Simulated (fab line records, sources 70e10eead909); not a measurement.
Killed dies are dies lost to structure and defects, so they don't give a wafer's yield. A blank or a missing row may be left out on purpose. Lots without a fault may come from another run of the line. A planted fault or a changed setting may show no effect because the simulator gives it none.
fab line records | flow nand_harc | part 2 of 2: steps 25 to 33 of 33
record lots=5 wafers=15 last_day=32
route steps=1302 shown P_M2@334 P_BONDPAD@351
lots that met no fault: from a run of the same line without faults
start_h: hours from the record's first day to the start of the lot's first wafer shown | wait_h: hours since the lot's step before | " the same as in the row above | L1.1+2: a row that stands for several wafers | - no value, or no start given | * or withheld: withheld | < > ~ a bound
route shown NAME@n: a module of which the file shows steps, and the number in the route of the first | usual: mean/standard deviation of fault-free wafers | same: alike in all rows | chamber/n: place in a boat | sites: the reading at each site | _std_site: their standard deviation | _edge_site: outer sites' mean less inner sites' | radius_mm: how far each site lies from the wafer's centre | mask NAME#n: copy n | behind: the tool/chamber that last shaped the wafer | hold: why the lot was held/for how many hours/how that ended | device: the transistor (n, p or np) that didn't switch | end of line: the same wafers' tests at the end of the route | a step without rows: its recipe alone | killed: dies lost to structure and defects at the first sort, not the wafer's yield | map: a wafer's dies, x killed, . not, _ none there
set.NAME: the setting as run; set.NAME@STEP: as run at that earlier step | model.NAME: the simulator's own value behind a step, which no gauge read
lots at some steps of the route; a table a step, a row a wafer
services: from which hour (start_h, from the record's first day; less than 0 if before it) a tool's chamber was out of use, for how many hours, and why
## steps
# step NHARC_P_BONDPAD_SOFTBAKE_04
# recipe temp_c=125 time_s=70
# usual exhaust_pa=45.0/0.89 plate_temp_C=125.01/0.14
# columns lot.wafer tool chamber start_h wait_h exhaust_pa plate_temp_C
L084.3 litho_track-07 0 - - 45.8 125.15
L084.4 " 0 " " 45.0 125.33
L084.5 " 0 " " 47.3 125.11
L086.1 litho_track-02 0 - - 44.2 125.05
L086.4 " 0 " " 44.2 125.00
L086.6 " 0 " " 44.5 124.97
L088.2 litho_track-07 0 - - 46.7 124.80
L088.5 " 0 " " 45.7 124.97
L088.6 " 0 " " 46.8 125.17
L090.2 litho_track-02 0 - - 44.6 124.89
L090.4 " 0 " " 45.3 124.98
L090.5 " 0 " " 44.9 124.93
L095.1 litho_track-07 0 - - 44.6 125.03
L095.5 " 0 " " 45.2 125.01
L095.6 " 0 " " 44.1 125.07
# step NHARC_P_BONDPAD_EBR_05
# usual exhaust_pa=44.9/0.99
# columns lot.wafer tool chamber start_h wait_h exhaust_pa
L084.3 litho_track-07 0 - - 44.9
L084.4 " 0 " " 44.8
L084.5 " 0 " " 44.6
L086.1 litho_track-02 0 - - 44.9
L086.4 " 0 " " 45.5
L086.6 " 0 " " 44.8
L088.2 litho_track-07 0 - - 44.5
L088.5 " 0 " " 44.9
L088.6 " 0 " " 43.7
L090.2 litho_track-02 0 - - 45.6
L090.4 " 0 " " 45.4
L090.5 " 0 " " 45.4
L095.1 litho_track-07 0 - - 45.6
L095.5 " 0 " " 43.9
L095.6 " 0 " " 45.8
# step NHARC_P_BONDPAD_EXPOSE_06
# recipe na=0.55 dose_mj=37.06 mask_id=P_BPAD
# columns lot.wafer tool chamber start_h wait_h mask
L084.3+4+5 krf_scanner-03 0 240.91 - P_BPAD#0
L086.1+4+6 krf_scanner-04 0 256.01 - P_BPAD#0
L088.2+5+6 krf_scanner-04 0 284.30 - P_BPAD#0
L090.2+4+5 krf_scanner-03 0 294.58 - P_BPAD#0
L095.1+5+6 krf_scanner-02 0 343.40 - P_BPAD#0
# step NHARC_P_BONDPAD_PEB_07
# recipe peb_temp_c=128 peb_time_s=80
# usual exhaust_pa=45.2/0.79 plate_temp_C=127.94/0.15
# columns lot.wafer tool chamber start_h wait_h exhaust_pa plate_temp_C
L084.3 litho_track-07 0 240.97 0.1 45.5 128.00
L084.4 " 0 " " 45.1 128.03
L084.5 " 0 " " 45.7 127.99
L086.1 litho_track-05 0 256.08 0.1 44.5 128.16
L086.4 " 0 " " 45.3 127.93
L086.6 " 0 " " 44.8 128.13
L088.2 litho_track-05 0 284.36 0.1 44.6 127.86
L088.5 " 0 " " 45.0 127.99
L088.6 " 0 " " 44.7 127.90
L090.2 litho_track-02 0 294.64 0.1 46.2 128.15
L090.4 " 0 " " 45.2 128.21
L090.5 " 0 " " 45.7 128.39
L095.1 litho_track-02 0 343.47 0.1 45.8 128.02
L095.5 " 0 " " 45.8 127.83
L095.6 " 0 " " 44.8 127.79
# step NHARC_P_BONDPAD_DEVELOP_08
# recipe time_s=50 dev_temp_c=22
# usual developer_temp_C=22.00/0.11 exhaust_pa=45.1/0.99
# columns lot.wafer tool chamber start_h wait_h developer_temp_C exhaust_pa
L084.3 litho_track-07 0 - - 21.85 42.8
L084.4 " 0 " " 22.11 43.5
L084.5 " 0 " " 22.11 43.8
L086.1 litho_track-05 0 - - 21.94 46.6
L086.4 " 0 " " 22.06 46.0
L086.6 " 0 " " 21.81 45.3
L088.2 litho_track-05 0 - - 21.95 46.3
L088.5 " 0 " " 22.02 45.0
L088.6 " 0 " " 22.08 44.3
L090.2 litho_track-02 0 - - 22.07 45.5
L090.4 " 0 " " 22.05 43.6
L090.5 " 0 " " 22.02 44.7
L095.1 litho_track-02 0 - - 22.05 45.3
L095.5 " 0 " " 22.21 43.8
L095.6 " 0 " " 22.06 44.6
# step NHARC_P_BONDPAD_CD_MEAS_09
# recipe target_cd_nm=500 landing_energy_ev=500
# usual cd_nm=499.7/2.5
# columns lot.wafer tool chamber start_h wait_h cd_nm
L084.3 cd_sem-02 0 241.06 - 497.5
L084.4 " 0 " " 498.6
L084.5 " 0 " " 499.7
L086.1 cd_sem-02 0 256.16 - 499.0
L086.4 " 0 " " 502.5
L086.6 " 0 " " 500.1
L088.2 cd_sem-01 0 284.45 - 499.0
L088.5 " 0 " " 502.3
L088.6 " 0 " " 498.3
L090.2 cd_sem-01 0 294.73 - 500.1
L090.4 " 0 " " 501.2
L090.5 " 0 " " 499.5
L095.1 cd_sem-02 0 343.55 - 503.4
L095.5 " 0 " " 503.5
L095.6 " 0 " " 500.3
# step NHARC_P_BONDPAD_OVL_MEAS_38
# usual overlay_x_nm=2/5.8 overlay_y_nm=0/4
# columns lot.wafer tool chamber start_h wait_h overlay_x_nm overlay_y_nm
L084.3 overlay-02 - 241.14 - 8 4
L084.4 " - " " 8 4
L084.5 " - " " 8 4
L086.1 overlay-01 - 256.25 - -2 3
L086.4 " - " " -2 4
L086.6 " - " " -2 3
L088.2 overlay-02 - 284.53 - 4 -3
L088.5 " - " " 5 -4
L088.6 " - " " 5 -3
L090.2 overlay-02 - 294.81 - 5 -4
L090.4 " - " " 5 -4
L090.5 " - " " 5 -3
L095.1 overlay-01 - 343.64 - 10 1
L095.5 " - " " 10 2
L095.6 " - " " 11 1
# step NHARC_P_BONDPAD_HARDBAKE_10
# recipe temp_c=118 time_s=65
# usual exhaust_pa=44.8/0.78 plate_temp_C=117.98/0.13
# columns lot.wafer tool chamber start_h wait_h exhaust_pa plate_temp_C
L084.3 litho_track-07 0 241.19 0.1 43.5 117.89
L084.4 " 0 " " 45.1 117.83
L084.5 " 0 " " 43.4 118.01
L086.1 litho_track-02 0 256.30 0.0 45.5 117.98
L086.4 " 0 " " 45.5 117.81
L086.6 " 0 " " 44.9 117.97
L088.2 litho_track-05 0 284.58 0.0 45.5 118.13
L088.5 " 0 " " 44.5 117.95
L088.6 " 0 " " 45.6 117.99
L090.2 litho_track-02 0 294.86 0.0 45.0 118.04
L090.4 " 0 " " 44.7 117.94
L090.5 " 0 " " 45.1 117.97
L095.1 litho_track-05 0 343.69 0.0 43.6 118.26
L095.5 " 0 " " 44.5 118.02
L095.6 " 0 " " 44.7 118.02
# step NHARC_P_BONDPAD_DESCUM_11
# recipe time_s=3 o2_flow_sccm=200 ar_flow_sccm=0 bias_power_w=0 chemistry=O2
# usual drypump_motor_current_A=5.7/0.43 oes_product_au=0.997/0.014 rf_vpp_V=57.9/0.88 showerhead_plenum_p_Torr=1.94/0.065 throttle_valve_pct=11.311/0.0096
# columns lot.wafer tool chamber start_h wait_h drypump_motor_current_A oes_product_au rf_hours_counter_h rf_vpp_V showerhead_plenum_p_Torr throttle_valve_pct
L084.4 rie_diel-09 2 241.27 - 5.1 0.994 3.6 57.8 1.92 11.340
L084.3 " 3 " " 6.2 0.980 4.1 58.1 1.99 11.320
L084.5 " 3 " " 6.2 0.994 - 56.7 1.99 11.306
L086.1 rie_diel-06 3 256.39 - 6.5 0.998 5.9 57.2 1.88 11.294
L086.4 " 0 " " 5.7 0.975 7.2 60.0 1.97 11.314
L086.6 " 2 " " 5.7 0.997 - 57.4 2.01 11.303
L088.2 rie_diel-06 0 284.66 - 5.7 0.983 9.4 59.0 1.97 11.322
L088.5 " 3 " " 6.5 0.995 - 58.2 1.88 11.316
L088.6 " 0 " " 5.7 0.982 - 57.9 1.97 11.327
L090.2 rie_diel-06 3 294.95 - 6.6 1.001 8.1 57.8 1.88 11.330
L090.5 " 2 " " 5.7 0.996 - 58.4 2.01 11.307
L090.4 " 0 " " 5.7 0.982 - 56.9 1.97 11.318
L095.1 rie_diel-06 1 343.76 - 5.1 0.996 1.9 57.1 1.92 11.307
L095.5 " 1 " " 5.1 0.993 - 58.1 1.92 11.313
L095.6 " 2 " " 5.7 1.006 - 57.6 2.01 11.304
## services
# columns tool chamber start_h hours kind
ecd_cu-02 - 216.66 1.4 repair
ecd_cu-02 - 224.15 2.8 repair
rie_diel-10 1 225.52 8.5 repair
pecvd-04 1 226.76 5.5 repair
litho_track-02 - 227.00 7.0 pm
rie_diel-03 3 227.46 2.8 repair
pvd_sputter-01 - 229.59 10.0 pm
rie_diel-10 - 242.50 9.0 pm
ecd_cu-02 - 244.00 8.0 pm
pvd_sputter-02 - 247.19 1.3 repair
pecvd-01 - 250.42 1.2 repair
litho_track-07 - 251.00 7.0 pm
pecvd-04 - 269.20 13.0 pm
rie_diel-10 0 274.55 6.6 repair
rie_diel-03 - 281.30 9.0 pm
pvd_sputter-02 - 282.33 10.0 pm
cmp-04 - 287.82 2.2 repair
pvd_sputter-03 - 291.28 6.7 repair
wet_bench-08 - 294.41 8.0 pm
litho_track-05 - 299.01 7.0 pm
cmp-04 - 304.13 9.1 repair
wet_bench-10 - 311.20 8.0 pm
pecvd-01 - 311.37 13.0 pm
cmp-04 - 313.27 4.0 pm
